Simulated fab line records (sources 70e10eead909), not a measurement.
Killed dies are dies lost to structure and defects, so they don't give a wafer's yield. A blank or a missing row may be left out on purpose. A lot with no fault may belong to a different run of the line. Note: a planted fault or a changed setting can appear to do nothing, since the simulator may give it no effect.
fab line records | flow nand_harc
record lots=14 | wafers=42 | last_day=33
route steps=1302 shown P_GATE@205 P_CONTACT@230
lots with no fault: from the same line, run without faults
start_h: the number of hours between the record's first day and the start of the first shown wafer of the lot | wait_h: how many hours have passed since the lot's step before this one | " the same as in the row above | L1.1+2: several wafers, shown together as one row | - no value, or no start was given | * or withheld: withheld | < > ~ a bound
route shown NAME@n: NAME is a module with steps in the file, n the number in the route of the first one | usual: the fault-free wafers' mean and standard deviation | same: alike in all rows | chamber/n: place in a boat | sites: the reading at each site | _std_site: the standard deviation of these | _edge_site: mean of outer sites minus mean of inner sites | radius_mm: for every site, how far away it sits from the centre of the wafer | mask NAME#n: copy n | behind: the last tool/chamber to shape the wafer | hold: what put the lot on hold/how long, in hours/how the hold closed | device: transistor that didn't switch, given as n, p or np | end of line: tests of these same wafers at the route's end | a step with no rows: only its recipe | killed: at the first sort, the dies lost to defects and structure; wafer yield is something else | map: per-die view of a wafer (x killed, . not killed, _ where there is no die)
set.NAME: the run value of the setting; set.NAME@STEP: its run value at that earlier step | model.NAME: the simulator's own value behind a step, which no gauge read
steps of the route over a sample of lots; a table a step, a row a wafer
services: the hour from which a tool's chamber was out of use, counted from the record's first day as start_h (under 0 if before that day), plus the number of hours and why
## steps
# step NHARC_P_GATE_STRIP_95
# recipe power_w=1500 | temp_c=250 | chemistry=O2
# usual drypump_motor_current_A=5.7/0.65 | heater_power_w=333/18
lot.wafer | tool            | chamber | start_h | wait_h | drypump_motor_current_A | heater_power_w | rf_hours_counter_h
L582.3    | plasma_asher-01 | 0       | 122.14  | 0.4    | 6.6                     | 365            | -
L582.4    | "               | 1       | "       | "      | 5.1                     | 310            | -
L582.5    | "               | 1       | "       | "      | 5.1                     | 317            | -
L583.4    | plasma_asher-01 | 1       | 137.89  | 0.4    | 5.1                     | 312            | -
L583.3    | "               | 0       | "       | "      | 6.6                     | 372            | -
L583.5    | "               | 0       | "       | "      | 6.6                     | 363            | -
L585.2    | plasma_asher-02 | 0       | 156.40  | 0.5    | 5.9                     | 334            | 15
L585.4    | "               | 1       | "       | "      | 5.0                     | 326            | -
L585.3    | "               | 0       | "       | "      | 5.9                     | 316            | -
L589.2    | plasma_asher-01 | 0       | 197.33  | 0.6    | 6.6                     | 360            | 6
L589.1    | "               | 1       | "       | "      | 5.1                     | 307            | 6
L589.5    | "               | 1       | "       | "      | 5.1                     | 304            | -
L591.4    | plasma_asher-02 | 0       | 210.38  | 0.4    | 5.9                     | 320            | -
L591.3    | "               | 1       | "       | "      | 5.1                     | 332            | -
L591.5    | "               | 1       | "       | "      | 5.1                     | 332            | -
L593.2    | plasma_asher-01 | 0       | 228.11  | 0.6    | 6.5                     | 348            | 13
L593.1    | "               | 1       | "       | "      | 5.1                     | 315            | 13
L593.5    | "               | 1       | "       | "      | 5.1                     | 317            | -
L594.4    | plasma_asher-01 | 1       | 245.63  | 0.4    | 5.0                     | 319            | -
L594.3    | "               | 0       | "       | "      | 6.6                     | 353            | -
L594.5    | "               | 1       | "       | "      | 5.1                     | 309            | -
L596.1    | plasma_asher-02 | 0       | 259.99  | 0.6    | 5.9                     | 319            | 1
L596.4    | "               | 0       | "       | "      | 5.9                     | 317            | -
L596.5    | "               | 0       | "       | "      | 5.9                     | 321            | -
L597.1    | plasma_asher-01 | 1       | 274.80  | 0.6    | 5.1                     | 309            | 24
L597.4    | "               | 1       | "       | "      | 5.1                     | 317            | -
L597.5    | "               | 1       | "       | "      | 5.1                     | 324            | -
L598.2    | plasma_asher-01 | 1       | 279.15  | 0.5    | 5.1                     | 314            | 25
L598.4    | "               | 1       | "       | "      | 5.1                     | 318            | -
L598.6    | "               | 0       | "       | "      | 6.6                     | 357            | -
L599.1    | plasma_asher-01 | 1       | 294.84  | 0.5    | 5.1                     | 305            | 30
L599.4    | "               | 0       | "       | "      | 6.5                     | 350            | -
L599.6    | "               | 0       | "       | "      | 6.6                     | 355            | -
L601.1    | plasma_asher-01 | 0       | 314.85  | 0.6    | 6.6                     | 351            | 33
L601.2    | "               | 1       | "       | "      | 5.1                     | 316            | 33
L601.5    | "               | 1       | "       | "      | 5.1                     | 313            | -
L603.2    | plasma_asher-01 | 1       | 340.22  | 0.5    | 5.1                     | 316            | 38
L603.3    | "               | 0       | "       | "      | 6.6                     | 354            | -
L603.5    | "               | 1       | "       | "      | 5.0                     | 321            | -
L604.2    | plasma_asher-02 | 0       | 349.61  | 0.6    | 5.9                     | 312            | 18
L604.1    | "               | 1       | "       | "      | 5.0                     | 350            | 18
L604.3    | "               | 0       | "       | "      | 5.9                     | 319            | -
# step NHARC_P_CONTACT_PEB_10
# recipe peb_temp_c=100 | peb_time_s=65
lot.wafer  | tool           | chamber | start_h | wait_h
L582.3+4+5 | litho_track-01 | 0       | 125.59  | 0.0
L583.3+4+5 | litho_track-06 | 0       | 141.26  | 0.0
L585.2+3+4 | litho_track-06 | 0       | 159.62  | 0.1
L589.1+2+5 | litho_track-06 | 0       | 200.74  | 0.1
L591.3+4+5 | litho_track-06 | 0       | 213.93  | 0.0
L593.1+2+5 | litho_track-01 | 0       | 231.46  | 0.1
L594.3+4+5 | litho_track-01 | 0       | 249.26  | 0.0
L596.1+4+5 | litho_track-01 | 0       | 263.47  | 0.1
L597.1+4+5 | litho_track-06 | 0       | 278.17  | 0.1
L598.2+4+6 | litho_track-06 | 0       | 282.41  | 0.1
L599.1+4+6 | litho_track-04 | 0       | 298.30  | 0.1
L601.1+2+5 | litho_track-06 | 0       | 318.29  | 0.1
L603.2+3+5 | litho_track-06 | 0       | 343.44  | 0.1
L604.1+2+3 | litho_track-04 | 0       | 352.83  | 0.1
# step NHARC_P_CONTACT_CD_MEAS_12
# recipe target_cd_nm=90 | landing_energy_ev=500
# usual cd_nm=89.8/0.94
lot.wafer | tool      | chamber | start_h | wait_h | cd_nm
L582.3    | cd_sem-02 | 0       | 125.67  | -      | 89.7
L582.4    | "         | 0       | "       | "      | 89.3
L582.5    | "         | 0       | "       | "      | 89.0
L583.3    | cd_sem-02 | 0       | 141.34  | -      | 88.3
L583.4    | "         | 0       | "       | "      | 89.2
L583.5    | "         | 0       | "       | "      | 88.6
L585.2    | cd_sem-01 | 0       | 159.70  | -      | 88.2
L585.3    | "         | 0       | "       | "      | 88.5
L585.4    | "         | 0       | "       | "      | 89.5
L589.1    | cd_sem-01 | 0       | 200.82  | -      | 97.9
L589.2    | "         | 0       | "       | "      | 89.1
L589.5    | "         | 0       | "       | "      | 89.7
L591.3    | cd_sem-02 | 0       | 214.01  | -      | 90.2
L591.4    | "         | 0       | "       | "      | 96.6
L591.5    | "         | 0       | "       | "      | 89.6
L593.1    | cd_sem-01 | 0       | 231.54  | -      | 88.9
L593.2    | "         | 0       | "       | "      | 90.6
L593.5    | "         | 0       | "       | "      | 89.6
L594.3    | cd_sem-03 | 0       | 249.35  | -      | 89.0
L594.4    | "         | 0       | "       | "      | 90.7
L594.5    | "         | 0       | "       | "      | 88.5
L596.1    | cd_sem-02 | 0       | 263.55  | -      | 89.7
L596.4    | "         | 0       | "       | "      | 88.9
L596.5    | "         | 0       | "       | "      | 88.6
L597.1    | cd_sem-03 | 0       | 278.25  | -      | 89.5
L597.4    | "         | 0       | "       | "      | 90.5
L597.5    | "         | 0       | "       | "      | 90.7
L598.2    | cd_sem-03 | 0       | 282.49  | -      | 89.2
L598.4    | "         | 0       | "       | "      | 88.8
L598.6    | "         | 0       | "       | "      | 88.6
L599.1    | cd_sem-01 | 0       | 298.38  | -      | 90.9
L599.4    | "         | 0       | "       | "      | 90.6
L599.6    | "         | 0       | "       | "      | 91.2
L601.1    | cd_sem-02 | 0       | 318.36  | -      | 90.2
L601.2    | "         | 0       | "       | "      | 89.2
L601.5    | "         | 0       | "       | "      | 89.1
L603.2    | cd_sem-02 | 0       | 343.52  | -      | 88.4
L603.3    | "         | 0       | "       | "      | 89.7
L603.5    | "         | 0       | "       | "      | 89.8
L604.1    | cd_sem-01 | 0       | 352.91  | -      | 89.5
L604.2    | "         | 0       | "       | "      | 91.1
L604.3    | "         | 0       | "       | "      | 90.3
# step NHARC_P_CONTACT_OVL_MEAS_13
# usual overlay_x_nm=-0.2/0.73 | overlay_y_nm=-0.1/0.72
lot.wafer | tool       | chamber | start_h | wait_h | overlay_x_nm | overlay_y_nm
L582.3    | overlay-01 | -       | 125.75  | -      | 0.2          | 0.3
L582.4    | "          | -       | "       | "      | 0.0          | -0.1
L582.5    | "          | -       | "       | "      | -0.3         | 0.3
L583.3    | overlay-02 | -       | 141.43  | -      | -0.5         | -0.3
L583.4    | "          | -       | "       | "      | -0.7         | 0.4
L583.5    | "          | -       | "       | "      | -0.6         | -0.3
L585.2    | overlay-02 | -       | 159.79  | -      | 0.4          | -0.9
L585.3    | "          | -       | "       | "      | 0.8          | -0.5
L585.4    | "          | -       | "       | "      | 0.3          | -0.9
L589.1    | overlay-02 | -       | 200.91  | -      | -0.3         | -0.7
L589.2    | "          | -       | "       | "      | -0.5         | -0.5
L589.5    | "          | -       | "       | "      | -0.2         | -1.1
L591.3    | overlay-01 | -       | 214.10  | -      | -0.8         | 0.0
L591.4    | "          | -       | "       | "      | -1.3         | -0.2
L591.5    | "          | -       | "       | "      | -0.8         | 0.0
L593.1    | overlay-02 | -       | 231.63  | -      | -1.0         | -0.2
L593.2    | "          | -       | "       | "      | 0.1          | -0.5
L593.5    | "          | -       | "       | "      | -0.8         | -0.3
L594.3    | overlay-02 | -       | 249.43  | -      | -1.4         | 0.8
L594.4    | "          | -       | "       | "      | -1.2         | 0.6
L594.5    | "          | -       | "       | "      | -1.0         | 0.5
L596.1    | overlay-01 | -       | 263.63  | -      | 0.6          | 0.0
L596.4    | "          | -       | "       | "      | 1.0          | 0.2
L596.5    | "          | -       | "       | "      | 1.5          | -0.7
L597.1    | overlay-02 | -       | 278.34  | -      | 0.3          | 1.3
L597.4    | "          | -       | "       | "      | 0.5          | 1.5
L597.5    | "          | -       | "       | "      | 0.9          | 1.0
L598.2    | overlay-02 | -       | 282.58  | -      | -1.4         | -0.1
L598.4    | "          | -       | "       | "      | -1.3         | -0.1
L598.6    | "          | -       | "       | "      | -1.1         | -0.4
L599.1    | overlay-01 | -       | 298.47  | -      | -0.2         | -0.6
L599.4    | "          | -       | "       | "      | 0.0          | -0.5
L599.6    | "          | -       | "       | "      | 0.0          | -0.2
L601.1    | overlay-01 | -       | 318.45  | -      | 0.7          | -1.4
L601.2    | "          | -       | "       | "      | 0.3          | -1.3
L601.5    | "          | -       | "       | "      | 0.4          | -0.7
L603.2    | overlay-02 | -       | 343.60  | -      | -0.9         | 0.9
L603.3    | "          | -       | "       | "      | -0.8         | 0.8
L603.5    | "          | -       | "       | "      | -0.8         | 1.0
L604.1    | overlay-01 | -       | 353.00  | -      | 1.0          | -1.4
L604.2    | "          | -       | "       | "      | 1.2          | -1.1
L604.3    | "          | -       | "       | "      | 0.9          | -1.5
# step NHARC_P_CONTACT_CD_MEAS_19
# usual cd_nm=89.1/2
lot.wafer | tool      | chamber | start_h | wait_h | cd_nm
L582.3    | cd_sem-01 | -       | 126.74  | -      | 89.8
L582.4    | "         | -       | "       | "      | 86.1
L582.5    | "         | -       | "       | "      | 89.7
L583.3    | cd_sem-02 | -       | 142.56  | -      | 86.6
L583.4    | "         | -       | "       | "      | 87.4
L583.5    | "         | -       | "       | "      | 84.7
L585.2    | cd_sem-03 | -       | 160.76  | -      | 90.9
L585.3    | "         | -       | "       | "      | 85.6
L585.4    | "         | -       | "       | "      | 90.7
L589.1    | cd_sem-01 | -       | 201.89  | -      | 94.4
L589.2    | "         | -       | "       | "      | 85.7
L589.5    | "         | -       | "       | "      | 86.2
L591.3    | cd_sem-02 | -       | 215.07  | -      | 88.0
L591.4    | "         | -       | "       | "      | 98.5
L591.5    | "         | -       | "       | "      | 89.9
L593.1    | cd_sem-03 | -       | 232.60  | -      | 90.6
L593.2    | "         | -       | "       | "      | 89.4
L593.5    | "         | -       | "       | "      | 88.5
L594.3    | cd_sem-02 | -       | 250.40  | -      | 90.5
L594.4    | "         | -       | "       | "      | 91.3
L594.5    | "         | -       | "       | "      | 90.2
L596.1    | cd_sem-02 | -       | 264.60  | -      | 88.5
L596.4    | "         | -       | "       | "      | 90.3
L596.5    | "         | -       | "       | "      | 90.3
L597.1    | cd_sem-01 | -       | 279.32  | -      | 89.2
L597.4    | "         | -       | "       | "      | 86.9
L597.5    | "         | -       | "       | "      | 88.9
L598.2    | cd_sem-03 | -       | 283.55  | -      | 91.1
L598.4    | "         | -       | "       | "      | 89.0
L598.6    | "         | -       | "       | "      | 88.3
L599.1    | cd_sem-02 | -       | 299.59  | -      | 90.9
L599.4    | "         | -       | "       | "      | 90.7
L599.6    | "         | -       | "       | "      | 92.5
L601.1    | cd_sem-03 | -       | 319.42  | -      | 87.7
L601.2    | "         | -       | "       | "      | 91.3
L601.5    | "         | -       | "       | "      | 89.4
L603.2    | cd_sem-03 | -       | 344.58  | -      | 89.6
L603.3    | "         | -       | "       | "      | 90.1
L603.5    | "         | -       | "       | "      | 88.7
L604.1    | cd_sem-03 | -       | 354.12  | -      | 88.6
L604.2    | "         | -       | "       | "      | 91.3
L604.3    | "         | -       | "       | "      | 84.8
# step NHARC_P_CONTACT_DEGAS_38
# recipe temp_c=300 | time_s=60
# usual heater_power_w=467/42
lot.wafer | tool           | chamber | start_h | wait_h | heater_power_w
L582.3    | pvd_sputter-01 | -       | 127.47  | -      | 497
L582.4    | "              | -       | "       | "      | 447
L582.5    | "              | -       | "       | "      | 554
L583.4    | pvd_sputter-01 | -       | 143.27  | -      | 551
L583.3    | "              | -       | "       | "      | 533
L583.5    | "              | -       | "       | "      | 523
L585.4    | pvd_sputter-02 | -       | 161.46  | -      | 465
L585.3    | "              | -       | "       | "      | 466
L585.2    | "              | -       | "       | "      | 424
L589.2    | pvd_sputter-01 | -       | 202.62  | -      | 460
L589.1    | "              | -       | "       | "      | 561
L589.5    | "              | -       | "       | "      | 454
L591.4    | pvd_sputter-01 | -       | 215.82  | -      | 518
L591.3    | "              | -       | "       | "      | 554
L591.5    | "              | -       | "       | "      | 494
L593.1    | pvd_sputter-03 | -       | 233.32  | -      | 509
L593.2    | "              | -       | "       | "      | 454
L593.5    | "              | -       | "       | "      | 509
L594.4    | pvd_sputter-02 | -       | 251.12  | -      | 416
L594.3    | "              | -       | "       | "      | 483
L594.5    | "              | -       | "       | "      | 466
L596.1    | pvd_sputter-02 | -       | 265.33  | -      | 471
L596.4    | "              | -       | "       | "      | 456
L596.5    | "              | -       | "       | "      | 473
L597.1    | pvd_sputter-02 | -       | 280.04  | -      | 464
L597.4    | "              | -       | "       | "      | 408
L597.5    | "              | -       | "       | "      | 472
L598.2    | pvd_sputter-01 | -       | 284.36  | -      | 558
L598.4    | "              | -       | "       | "      | 448
L598.6    | "              | -       | "       | "      | 496
L599.4    | pvd_sputter-02 | -       | 300.33  | -      | 424
L599.1    | "              | -       | "       | "      | 486
L599.6    | "              | -       | "       | "      | 456
L601.2    | pvd_sputter-03 | -       | 320.13  | -      | 446
L601.1    | "              | -       | "       | "      | 445
L601.5    | "              | -       | "       | "      | 502
L603.3    | pvd_sputter-03 | -       | 345.33  | -      | 421
L603.2    | "              | -       | "       | "      | 446
L603.5    | "              | -       | "       | "      | 425
L604.1    | pvd_sputter-02 | -       | 354.83  | -      | 430
L604.3    | "              | -       | "       | "      | 488
L604.2    | "              | -       | "       | "      | 420
## services
tool            | chamber | start_h | hours | kind
pvd_sputter-02  | -       | 104.00  | 10.0  | pm
litho_track-01  | -       | 155.00  | 7.0   | pm
plasma_asher-01 | -       | 165.14  | 9.0   | pm
plasma_asher-01 | 0       | 165.14  | 9.0   | vent_cycle
plasma_asher-01 | 1       | 165.14  | 9.0   | vent_cycle
plasma_asher-01 | 0       | 174.14  | -     | clean
plasma_asher-01 | 1       | 174.14  | -     | clean
litho_track-06  | -       | 179.00  | 7.0   | pm
litho_track-04  | -       | 203.00  | 7.0   | pm
pvd_sputter-01  | -       | 205.66  | 10.1  | repair
pvd_sputter-03  | -       | 209.34  | 10.0  | pm
pvd_sputter-01  | -       | 226.00  | 10.0  | pm
plasma_asher-02 | -       | 249.36  | 9.0   | pm
plasma_asher-02 | 0       | 249.36  | 9.0   | vent_cycle
plasma_asher-02 | -       | 290.74  | 4.1   | repair
plasma_asher-01 | -       | 318.08  | 0.9   | repair
litho_track-01  | -       | 330.00  | 7.0   | pm
pvd_sputter-03  | -       | 338.72  | 2.0   | repair
plasma_asher-01 | -       | 342.14  | 9.0   | pm
plasma_asher-01 | 0       | 342.14  | 9.0   | vent_cycle
plasma_asher-01 | 1       | 342.14  | 9.0   | vent_cycle
plasma_asher-01 | 0       | 351.14  | -     | clean
plasma_asher-01 | 1       | 351.14  | -     | clean
litho_track-06  | -       | 354.00  | 7.0   | pm
## key
first_sign step=NHARC_P_CONTACT_CD_MEAS_12 | reading=cd_nm | direction=up | sigmas=7.8 | usual=89.8 | struck=97.2
effect step=NHARC_P_CONTACT_CD_MEAS_19 | reading=cd_nm | direction=up | sigmas=3.8 | usual=89.1 | struck=96.5
met_at NHARC_P_CONTACT_PEB_10
struck_lots L589,L591
struck_wafers L589.1,L591.4
sort_left_out L589.1,L591.4
tester_left_out L589,L591
not_acting_at NHARC_P_GATE_STRIP_95,NHARC_P_CONTACT_OVL_MEAS_13,NHARC_P_CONTACT_DEGAS_38
onset_between 159.62 200.74
fault kind=process_parameter_drift | tool=litho_track-06 | chamber=- | onset_h=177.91 | steps=NHARC_P_CONTACT_PEB_10 | channel=peb_time_s | offset=* | shape=step | end_h=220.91 | scope=struck_wafers_only | acts_in=* | stated=*
# tester_left_out: of these lots the tester's yield and bins aren't shown, on N5 and GAA mostly nor the transistor test; their killed dies are dies lost to structure and defects alone, not to doping, threshold or leakage, so they don't give the yield
# sort_left_out: the simulated sort isn't trusted on such a fault, so these wafers' sort isn't shown, and their yield isn't known
